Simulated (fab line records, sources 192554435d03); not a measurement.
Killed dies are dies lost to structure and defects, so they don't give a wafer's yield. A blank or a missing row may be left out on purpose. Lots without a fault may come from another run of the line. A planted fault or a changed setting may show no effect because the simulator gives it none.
A struck lot beside a sound one | flow n5_finfet | 22 steps out of a route of 1938
Sound: wafers L107.2, L107.4, L107.5. Struck: wafers L121.2, L121.3, L121.4. The cause comes at the end.
At each step with rows: each side's tool, then ch and its chambers, then its first start. Under that, the readings that differ: sound wafers | struck wafers | difference of the means | sigmas: that difference in standard deviations of wafers without a fault.
alike: readings whose means differ by less than 2 such deviations, and words and numbers that are the same on both sides. not compared: withheld readings, readings that some wafer has no value for, bounds like >300 that may hide the same value, and numbers for which the record gives no deviation and whose values overlap.
The two part at a step that has a row with sigmas, a row that says differs or no value, or rows on one side only. Numbers that don't overlap but have no deviation are shown without sigmas and don't part them. A reading that every wafer of one side lacks parts them only if that side has two wafers or more.

first, 8 steps without rows for these wafers: N5_BEOL_M1_PRE_CLEAN_60 (time 15 s); N5_BEOL_M1_CO_CAP_55 (material Co, precursor CCTBA/H2, target thk 2 nm, time 102.1 s); N5_BEOL_M1_PRE_CLEAN_56 (time 15 s); N5_BEOL_M1_DEP_57 (deposits SiCN from 3MS/NH3, target thk 8 nm, time 14 s); N5_BEOL_M2_ILD_DEP_00 (deposits SiOC from DEMS/O2, target thk 79 nm, time 15.3 s); N5_BEOL_M2_PECVD_72 (deposits SiO2 from TEOS/O2, target thk 16 nm, time 18 s); N5_BEOL_M2_HM_DEP_02 (deposits TiN, target thk 20 nm); N5_BEOL_M2_COAT_61 (time 60 s, resist thk 60 nm).
N5_BEOL_M2_COAT_62: time 60 s, resist thk 12 nm.
  sound on litho_track-04 ch 0, day 6 17:46; struck on litho_track-04 ch 0, day 10 01:22
  reading                                    | sound                | struck               | difference | sigmas
  spin_speed_rpm (rpm)                       | 1499.3 1499.4 1501.9 | 2085.6 2085.9 2084.8 | +585.2     | +99 or more
  model.SiARC_of_BEOL_M2_COAT_62.thk_nm (nm) | 12 12 12             | 10.2 10.2 10.2       | -1.8       |
then, 9 steps without rows for these wafers: N5_BEOL_M2_COAT_73 (time 60 s, resist thk 5 nm); N5_BEOL_M2_COAT_05 (resist thk 30 nm); N5_BEOL_M2_EBR_07; N5_BEOL_M2_SOFTBAKE_06 (time 60 s); N5_BEOL_M2_EXPOSE_08 (exposes mask M2); N5_BEOL_M2_PEB_09 (peb time 60 s); N5_BEOL_M2_DEVELOP_10 (develop time 30 s); N5_BEOL_M2_DESCUM_16 (chemistry O2, time 7 s); N5_BEOL_M2_ETCH_74 (etches underlayer in N2/H2, target depth 6.5 nm, time 5.2 s).
N5_BEOL_M2_ETCH_63: etches SiARC in CF4, target depth 15.6 nm, time 26 s.
  sound on rie_diel-06 ch 0,1,3, day 6 18:43; struck on rie_diel-05 ch 1,3, day 10 01:56
  reading                  | sound             | struck            | difference | sigmas
  etch_rf_on_time_s (s)    | 26.9 26.2 25.2    | 21.2 22.2 22.1    | -4.3       | -7
  model.etch.depth_nm (nm) | 11.96 11.97 11.94 | 10.16 10.19 10.19 | -1.78      |
  alike: drypump_motor_current_A, oes_product_au, rf_fwd_power_W, rf_vpp_V, showerhead_plenum_p_Torr, throttle_valve_pct
  not compared: rf_hours_counter_h
N5_BEOL_M2_ETCH_64: etches SOC in N2/H2, target depth 75 nm, overetch 22.5 nm, time 121.9 s.
  sound on rie_diel-06 ch 0,1,3, day 6 18:44; struck on rie_diel-05 ch 1,3, day 10 01:58
  reading                                    | sound     | struck      | difference | sigmas
  model.SiARC_of_BEOL_M2_COAT_62.thk_nm (nm) | 6.6 6.4 6 | 4.4 4.6 4.6 | -1.8       |
  alike: drypump_motor_current_A, oes_product_au, rf_fwd_power_W, rf_vpp_V, showerhead_plenum_p_Torr, temp_c, throttle_valve_pct
  not compared: rf_hours_counter_h
then, 1 step without rows for these wafers: N5_BEOL_M2_STRIP_65 (strips in N2/H2).
N5_BEOL_M4_RC_MEAS_101:
  sound on prober-01 ch 0, day 7 17:47; struck on prober-01 ch 0, day 11 14:34
  alike: DIBL_N, DIBL_P, IOFF_N, IOFF_P, ION_N, ION_P, SS_N, SS_P, VT_N, VT_P

WHERE THEY PART
First at N5_BEOL_M2_COAT_62; last, within this record, at N5_BEOL_M2_ETCH_63. Later steps at which nothing parts them and some readings are alike: N5_BEOL_M2_ETCH_64, N5_BEOL_M4_RC_MEAS_101.

WHY: what the simulator had put in
Process parameter drift: litho_track-04, from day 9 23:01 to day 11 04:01, at N5_BEOL_M2_COAT_62. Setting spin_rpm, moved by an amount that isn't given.
